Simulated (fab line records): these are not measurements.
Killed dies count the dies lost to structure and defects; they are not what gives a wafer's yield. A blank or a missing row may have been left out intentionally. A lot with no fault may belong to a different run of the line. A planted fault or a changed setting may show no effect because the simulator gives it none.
Chamber matching    flow n5 finfet    pecvd-04 running N5_BEOL_M5_DEP_56: 3 sister chambers
The step deposits SiCN from 3MS/NH3, target thk 8 nm, time 14 s. 6 wafers are shown with their chamber, then 10 later ones without.

EACH WAFER AND ITS CHAMBER
wafer   chamber  throttle valve pct (%)  showerhead plenum p Torr (Torr)
L086.3  1        9.7                     3.654
L086.6  1        9.8                     3.655
L085.5  0        8.5                     3.663
L085.6  2        8.5                     3.695
L093.1  0        8.7                     3.662
L093.3  2        8.6                     3.682

WAFERS MISSING THEIR CHAMBER
wafer   throttle valve pct (%)  showerhead plenum p Torr (Torr)
L093.5  8.8                     3.675
L095.2  9.5                     3.648
L095.4  9.7                     3.661
L095.5  8.7                     3.678
L096.1  9.6                     3.647
L096.2  8.6                     3.665
L096.3  8.6                     3.665
L096.4  8.8                     3.668
L096.5  9.6                     3.653
L096.6  8.8                     3.675

WHICH CHAMBER EACH WENT THROUGH
wafer    from the rows above       in truth
L093.5   can't be placed: 0 or 2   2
L095.2   1                         1
L095.4   1                         1
L095.5   can't be placed: 2 or 0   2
L096.1   1                         1
L096.2   0                         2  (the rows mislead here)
L096.3   0                         0
L096.4   0                         0
L096.5   1                         1
L096.6   can't be placed: 0 or 2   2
Correct placement for 6 of the 10. From these rows, 3 cannot be placed; in 3 the true chamber is one of the candidates. Number placed wrongly: 1.
How it was worked out, from the rows above alone: a wafer's distance from a chamber is the root of the sum, over the readings, of the square of ((its reading less the chamber's mean) divided by the reading's scatter). If the next closest chamber is less than 2 further off than the closest, the wafer can't be placed; otherwise it belongs to the closest. A chamber's mean is the mean of its shown wafers. The scatter: take each reading less its chamber's mean, square it, sum over the shown wafers, divide by the number of wafers less the number of chambers, and take the root.
